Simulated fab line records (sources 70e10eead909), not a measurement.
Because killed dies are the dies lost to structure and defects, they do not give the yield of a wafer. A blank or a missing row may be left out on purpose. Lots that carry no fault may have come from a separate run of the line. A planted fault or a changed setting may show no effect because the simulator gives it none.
Matching of chambers -- flow nand harc -- 4 sister chambers for NHARC_A_STAIRCASE_TRIM_12 on rie diel-13
The step chemistry O2, time 211.2 s. 4 wafers are shown with their chamber, then 8 later ones without.

## EACH WAFER AND ITS CHAMBER
wafer,chamber,showerhead plenum p Torr (Torr)
L085.3,2,3.54
L085.4,3,3.55
L088.3,1,3.72
L093.1,0,3.58

## WAFERS WITHOUT THEIR CHAMBER
wafer,showerhead plenum p Torr (Torr)
L093.5,3.72
L093.6,3.58
L091.3,3.54
L091.4,3.71
L091.5,3.53
L096.2,3.53
L096.3,3.54
L096.4,3.71

## WHICH CHAMBER EACH ONE RAN IN
wafer,from the rows above,in truth
L093.5,1,1
L093.6,0,0
L091.3,can't be placed: 2 or 3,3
L091.4,1,1
L091.5,can't be placed: 2 or 3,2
L096.2,can't be placed: 2 or 3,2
L096.3,can't be placed: 2 or 3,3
L096.4,1,1
Correctly placed: 4 of 8. From these rows, 4 cannot be placed; in 4 the true chamber is one of the candidates. Number placed wrongly: 0.
How it was worked out, from the rows above alone: a wafer's distance from a chamber is the root of the sum, over the readings, of the square of ((its reading less the chamber's mean) divided by the reading's scatter). The wafer belongs to the nearest chamber; if the next one is less than 2 further off, it can't be placed. For every chamber, the mean is computed from those of its wafers that are shown. The scatter: root of mean squared gap, hidden wafer to nearest shown wafer, with one shown wafer a chamber.
